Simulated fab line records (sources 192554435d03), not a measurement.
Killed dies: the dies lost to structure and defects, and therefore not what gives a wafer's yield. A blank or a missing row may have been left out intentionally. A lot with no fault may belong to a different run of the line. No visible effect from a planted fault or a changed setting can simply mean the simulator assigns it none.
What tool caused it? -- flow n5 finfet -- Sampling: 24 lots, 72 wafers, 6 of 1938 route steps

## WHAT EACH GAUGE READ, for each wafer
N5_BEOL_M6_THK_MEAS_01. Usual: M6_ILD_THK typically reads 155.2 nm, with standard deviation 2.3.
lot,measured,on,M6_ILD_THK (nm),flag
L074,day 8 07:40,film metro-01,155.6 158.5 158.8,
L075,day 8 14:32,film metro-01,153.9 152.9 150.8,
L076,day 9 02:34,film metro-01,151.3 152.9 155.5,
L077,day 9 03:35,film metro-01,151.7 153.6 155.9,
L078,day 9 05:59,film metro-01,155.4 159.7 158.4,
L079,day 9 09:04,film metro-02,157.0 153.4 154.8,
L080,day 9 12:56,film metro-01,151.6 157.6 152.9,
L081,day 10 06:58,film metro-01,154.2 152.7 158.8,
L082,day 10 14:09,film metro-02,153.1 153.7 152.7,
L083,day 11 03:19,film metro-01,155.1 161.5 157.2,
L084,day 10 22:19,film metro-02,154.7 152.3 157.7,
L085,day 11 01:11,film metro-02,156.6 154.5 157.6,
L086,day 11 17:22,film metro-01,155.5 153.8 155.4,
L088,day 11 16:11,film metro-02,152.5 159.6 155.8,
L087,day 11 21:39,film metro-02,151.5 156.0 152.6,
L089,day 12 07:44,film metro-01,151.3 154.1 156.8,
L090,day 12 17:54,film metro-01,151.7 149.1 153.7,
L091,day 12 21:29,film metro-01,153.5 156.9 157.5,
L092,day 13 02:13,film metro-01,154.0 154.3 156.3,
L093,day 13 06:58,film metro-01,160.3 158.8 159.6,
L094,day 13 09:59,film metro-02,155.7 159.1 159.3,
L095,day 13 18:46,film metro-02,152.9 153.9 156.5,
L096,day 14 02:02,film metro-02,153.7 157.4 155.5,
L097,day 14 03:11,film metro-01,155.8 155.0 155.9,

## WHAT TOOL EACH LOT RAN ON (gives the tool, then ch and the chambers of the sampled wafers, and finally the start)
lot,N5_BEOL_M5_ETCH_61,N5_BEOL_M5_ALD_86,N5_BEOL_M5_ANNEAL_49,N5_BEOL_M5_PRE_CLEAN_77,N5_BEOL_M5_CO_CAP_78
L074,"rie diel-04 ch 0,3, day 7 21:11","ald metal-01 ch 1,2, day 8 00:56","pvd sputter-03, day 8 01:41","cvd co-01 ch 1,2, day 8 06:47","cvd co-01 ch 1,2, day 8 06:50"
L075,"rie diel-04 ch 0,1,3, day 8 02:53","ald metal-04 ch 0,2,3, day 8 06:14","pvd sputter-03, day 8 07:01","cvd co-01 ch 0,1,2, day 8 13:40","cvd co-01 ch 0,1,2, day 8 13:42"
L076,"rie diel-01 ch 0,1,2, day 8 17:38","ald metal-04 ch 0,2,3, day 8 20:02","pvd sputter-02, day 8 20:36","cvd co-01 ch 0,1,2, day 9 01:41","cvd co-01 ch 0,1,2, day 9 01:44"
L077,"rie diel-01 ch 2,3, day 8 18:44","ald metal-01 ch 1,2,3, day 8 20:44","pvd sputter-03, day 8 21:20","cvd co-01 ch 0,1, day 9 02:43","cvd co-01 ch 0,1, day 9 02:45"
L078,"rie diel-05 ch 0,3, day 8 20:10","ald metal-04 ch 1,2, day 8 22:53","pvd sputter-01, day 8 23:40","cvd co-02 ch 0,1,2, day 9 05:03","cvd co-02 ch 0,1,2, day 9 05:05"
L079,"rie diel-04 ch 1,3, day 8 22:07","ald metal-04 ch 0,1,3, day 9 02:11","pvd sputter-03, day 9 02:55","cvd co-02 ch 1,2, day 9 08:10","cvd co-02 ch 1,2, day 9 08:13"
L080,"rie diel-01 ch 2,3, day 9 02:20","ald metal-02 ch 1,2,3, day 9 05:53","pvd sputter-02, day 9 06:44","cvd co-02 ch 0,2, day 9 12:04","cvd co-02 ch 0,2, day 9 12:07"
L081,"rie diel-05 ch 0,1,3, day 9 19:31","ald metal-04 ch 0,2,3, day 10 00:11","pvd sputter-01, day 10 00:53","cvd co-01 ch 0,1, day 10 06:06","cvd co-01 ch 0,1, day 10 06:08"
L082,"rie diel-04 ch 1,2,3, day 10 03:35","ald metal-01 ch 0,1,2, day 10 05:53","pvd sputter-03, day 10 08:01","cvd co-02 ch 0,2, day 10 13:17","cvd co-02 ch 0,2, day 10 13:20"
L083,"rie diel-05 ch 0,1,2, day 10 09:24","ald metal-01 ch 0,2, day 10 12:44","pvd sputter-03, day 10 13:25","cvd co-02 ch 0,1,2, day 11 01:58","cvd co-02 ch 0,1,2, day 11 02:01"
L084,"rie diel-01 ch 1,2,3, day 10 12:33","ald metal-01 ch 0,1,3, day 10 15:26","pvd sputter-02, day 10 16:04","cvd co-01 ch 0,2, day 10 21:27","cvd co-01 ch 0,2, day 10 21:29"
L085,"rie diel-04 ch 1,3, day 10 12:38","ald metal-04 ch 0,2,3, day 10 15:35","pvd sputter-01, day 10 16:44","cvd co-02 ch 0,1,2, day 10 23:50","cvd co-02 ch 0,1,2, day 10 23:52"
L086,"rie diel-01 ch 1,3, day 11 06:02","ald metal-04 ch 0,2,3, day 11 08:11","pvd sputter-01, day 11 09:11","cvd co-02 ch 0,1,2, day 11 15:04","cvd co-02 ch 0,1,2, day 11 15:07"
L088,"rie diel-01 ch 1,3, day 11 06:23","ald metal-01 ch 1,3, day 11 08:56","pvd sputter-02, day 11 09:42","cvd co-02 ch 0,1,2, day 11 14:50","cvd co-02 ch 0,1,2, day 11 14:53"
L087,"rie diel-01 ch 0,1,2, day 11 10:34","ald metal-04 ch 1,2,3, day 11 14:41","pvd sputter-02, day 11 15:41","cvd co-02 ch 0,1,2, day 11 20:47","cvd co-02 ch 0,1,2, day 11 20:50"
L089,"rie diel-04 ch 0,3, day 11 22:55","ald metal-01 ch 0,3, day 12 01:04","pvd sputter-01, day 12 01:38","cvd co-02 ch 0,1,2, day 12 06:52","cvd co-02 ch 0,1,2, day 12 06:55"
L090,"rie diel-01 ch 0,3, day 12 07:06","ald metal-02 ch 0,3, day 12 10:56","pvd sputter-03, day 12 11:47","cvd co-02 ch 0,2, day 12 17:02","cvd co-02 ch 0,2, day 12 17:04"
L091,"rie diel-04 ch 1,2,3, day 12 09:29","ald metal-01 ch 0,1,3, day 12 13:14","pvd sputter-01, day 12 15:13","cvd co-02 ch 0,1,2, day 12 20:37","cvd co-02 ch 0,1,2, day 12 20:39"
L092,"rie diel-01 ch 0,1, day 12 13:47","ald metal-02 ch 1,2,3, day 12 18:53","pvd sputter-03, day 12 19:29","cvd co-02 ch 1,2, day 13 01:22","cvd co-02 ch 1,2, day 13 01:24"
L093,"rie diel-05 ch 0,3, day 12 19:38","ald metal-02 ch 0,1, day 12 23:32","pvd sputter-03, day 13 00:28","cvd co-02 ch 0,1, day 13 06:07","cvd co-02 ch 0,1, day 13 06:09"
L094,"rie diel-05 ch 1,2,3, day 12 23:20","ald metal-01 ch 0,1,2, day 13 03:26","pvd sputter-01, day 13 04:01","cvd co-02 ch 0,1, day 13 09:07","cvd co-02 ch 0,1, day 13 09:10"
L095,"rie diel-01 ch 0,1,2, day 13 06:43","ald metal-04 ch 0,1,3, day 13 11:20","pvd sputter-02, day 13 12:11","cvd co-02 ch 0,1, day 13 17:37","cvd co-02 ch 0,1, day 13 17:40"
L096,"rie diel-05 ch 1,2,3, day 13 15:16","ald metal-01 ch 1,2,3, day 13 18:43","pvd sputter-03, day 13 19:31","cvd co-02 ch 0,1, day 14 01:09","cvd co-02 ch 0,1, day 14 01:11"
L097,"rie diel-05 ch 1,3, day 13 15:35","ald metal-01 ch 0,1,2, day 13 20:13","pvd sputter-01, day 13 20:54","cvd co-02 ch 0,2, day 14 02:19","cvd co-02 ch 0,2, day 14 02:22"
- N5_BEOL_M5_ETCH_61: etches SiARC in CF4, target depth 15.6 nm, time 26 s.
- N5_BEOL_M5_ALD_86: deposits TaN, pulse time 2 s, purge time 3 s, co reactant purge time 2 s.
- N5_BEOL_M5_ANNEAL_49: time 1800 s.
- N5_BEOL_M5_PRE_CLEAN_77: time 15 s.
- N5_BEOL_M5_CO_CAP_78: material Co, precursor CCTBA/H2, target thk 2 nm, time 102.1 s.

## WHAT THE TOOLS THEMSELVES READ (means of the sampled wafers that have a number; where no wafer has one, the mark that the record gives instead)
N5_BEOL_M5_ETCH_61. Usual: drypump motor current A is 5.7 A with standard deviation 0.36, etch rf on time s is 26.2 s with standard deviation 0.91, mfc ar sccm is 100.01 sccm with standard deviation 0.29, oes product au is 0.70 a.u. with standard deviation 0.061, rf vpp V is 184.5 V with standard deviation 1.1, showerhead plenum p Torr is 2.18 Torr with standard deviation 0.053, and throttle valve pct is 15.47 % with standard deviation 0.22.
lot,tool,drypump motor current A (A),etch rf on time s (s),mfc ar sccm (sccm),oes product au (a.u.),rf vpp V (V),showerhead plenum p Torr (Torr),throttle valve pct (%),flag
L074,rie diel-04,5.9,25.7,99.82,0.68,184.9,2.20,15.45,
L075,rie diel-04,5.5,25.6,99.85,0.66,184.8,2.20,15.43,
L076,rie diel-01,5.7,26.2,100.31,0.68,184.4,2.17,15.74,
L077,rie diel-01,5.9,25.7,99.68,0.77,183.7,2.11,15.55,
L078,rie diel-05,5.3,25.7,100.02,0.67,185.7,2.21,15.40,
L079,rie diel-04,5.4,25.4,100.27,0.66,184.0,2.19,15.32,
L080,rie diel-01,6.1,25.4,99.55,0.79,183.7,2.11,15.35,
L081,rie diel-05,5.5,26.9,99.80,0.69,184.6,2.20,15.39,
L082,rie diel-04,5.7,25.4,99.93,0.71,184.6,2.18,15.41,
L083,rie diel-05,5.4,26.3,100.31,0.69,184.1,2.18,15.45,
L084,rie diel-01,5.9,25.8,99.90,0.75,184.5,2.16,15.52,
L085,rie diel-04,5.3,25.3,99.98,0.65,184.7,2.19,15.35,
L086,rie diel-01,5.9,27.2,100.17,0.72,185.1,2.21,15.48,
L088,rie diel-01,5.9,26.8,99.89,0.72,185.2,2.21,15.49,
L087,rie diel-01,5.7,26.7,100.23,0.74,184.6,2.16,15.59,
L089,rie diel-04,5.7,26.3,99.75,0.63,185.2,2.20,15.63,
L090,rie diel-01,6.0,26.0,100.29,0.77,183.6,2.10,15.26,
L091,rie diel-04,5.7,25.1,100.35,0.69,184.5,2.17,15.44,
L092,rie diel-01,5.7,26.5,99.89,0.72,185.4,2.21,15.57,
L093,rie diel-05,5.5,27.2,99.83,0.68,184.8,2.21,15.32,
L094,rie diel-05,5.7,27.2,99.97,0.71,185.0,2.19,15.35,
L095,rie diel-01,5.7,25.8,99.99,0.73,184.0,2.16,15.62,
L096,rie diel-05,5.7,26.9,100.13,0.71,184.6,2.19,15.35,
L097,rie diel-05,5.7,27.2,99.93,0.71,185.6,2.20,15.30,

N5_BEOL_M5_ALD_86. Usual: heater power w 401 W, standard deviation 33; mfc carrier sccm 1500 sccm, standard deviation 3.9; precursor vessel pressure torr 26.25 Torr, standard deviation 0.053.
lot,tool,heater power w (W),mfc carrier sccm (sccm),precursor vessel pressure torr (Torr),flag
L074,ald metal-01,362,1501,26.28,
L075,ald metal-04,413,1498,26.29,
L076,ald metal-04,405,1499,26.17,
L077,ald metal-01,395,1503,26.19,
L078,ald metal-04,434,1501,26.23,
L079,ald metal-04,431,1499,26.30,
L080,ald metal-02,416,1498,26.18,
L081,ald metal-04,413,1502,26.24,
L082,ald metal-01,362,1500,26.31,
L083,ald metal-01,368,1500,26.24,
L084,ald metal-01,377,1501,26.25,
L085,ald metal-04,412,1494,26.24,
L086,ald metal-04,413,1500,26.21,
L088,ald metal-01,390,1503,26.25,
L087,ald metal-04,425,1496,26.28,
L089,ald metal-01,386,1501,26.29,
L090,ald metal-02,405,1503,26.20,
L091,ald metal-01,379,1499,26.27,
L092,ald metal-02,412,1495,26.21,
L093,ald metal-02,435,1495,26.25,
L094,ald metal-01,363,1501,26.30,
L095,ald metal-04,428,1497,26.26,
L096,ald metal-01,394,1504,26.22,
L097,ald metal-01,365,1502,26.23,

N5_BEOL_M5_ANNEAL_49. Usual: heater power w reads 830 W (standard deviation 41).
lot,tool,heater power w (W),flag
L074,pvd sputter-03,880,
L075,pvd sputter-03,811,
L076,pvd sputter-02,799,
L077,pvd sputter-03,784,
L078,pvd sputter-01,825,
L079,pvd sputter-03,858,
L080,pvd sputter-02,811,
L081,pvd sputter-01,818,
L082,pvd sputter-03,858,
L083,pvd sputter-03,814,
L084,pvd sputter-02,814,
L085,pvd sputter-01,821,
L086,pvd sputter-01,816,
L088,pvd sputter-02,788,
L087,pvd sputter-02,804,
L089,pvd sputter-01,826,
L090,pvd sputter-03,868,
L091,pvd sputter-01,807,
L092,pvd sputter-03,865,
L093,pvd sputter-03,851,
L094,pvd sputter-01,811,
L095,pvd sputter-02,841,
L096,pvd sputter-03,855,
L097,pvd sputter-01,826,

N5_BEOL_M5_PRE_CLEAN_77. Usual: heater power w reads 97 W (standard deviation 13).
lot,tool,heater power w (W),flag
L074,cvd co-01,102,
L075,cvd co-01,87,
L076,cvd co-01,89,
L077,cvd co-01,89,
L078,cvd co-02,100,
L079,cvd co-02,102,
L080,cvd co-02,100,
L081,cvd co-01,105,
L082,cvd co-02,104,
L083,cvd co-02,101,
L084,cvd co-01,71,
L085,cvd co-02,101,
L086,cvd co-02,100,
L088,cvd co-02,100,
L087,cvd co-02,99,
L089,cvd co-02,102,
L090,cvd co-02,101,
L091,cvd co-02,98,
L092,cvd co-02,103,
L093,cvd co-02,99,
L094,cvd co-02,97,
L095,cvd co-02,98,
L096,cvd co-02,98,
L097,cvd co-02,98,

N5_BEOL_M5_CO_CAP_78. Usual: heater power w reads 251 W (standard deviation 16).
lot,tool,heater power w (W),flag
L074,cvd co-01,261,
L075,cvd co-01,243,
L076,cvd co-01,240,
L077,cvd co-01,241,
L078,cvd co-02,258,
L079,cvd co-02,257,
L080,cvd co-02,253,
L081,cvd co-01,261,
L082,cvd co-02,258,
L083,cvd co-02,254,
L084,cvd co-01,222,
L085,cvd co-02,255,
L086,cvd co-02,257,
L088,cvd co-02,258,
L087,cvd co-02,252,
L089,cvd co-02,255,
L090,cvd co-02,257,
L091,cvd co-02,253,
L092,cvd co-02,258,
L093,cvd co-02,255,
L094,cvd co-02,253,
L095,cvd co-02,254,
L096,cvd co-02,251,
L097,cvd co-02,258,

## THE ANSWER, worked out from the rows above alone
Rule: a lot counts as off when the mean over its wafers that have a number is more than 3 standard deviations away from the usual mean. A lot without any number at a reading at which 4 lots or more have one is off too. Where the step has rows for the other lots, those lots are counted as sound. First the gauges in route order, then the tools' own readings, where a lot's mean is used as printed above. The first step at which some lot is off is used, and at that step the reading that is off furthest; a lot without a number counts as furthest.
No lot is off at any reading shown: from this, nothing can be told.

## WHAT WAS PUT IN BY THE SIMULATOR
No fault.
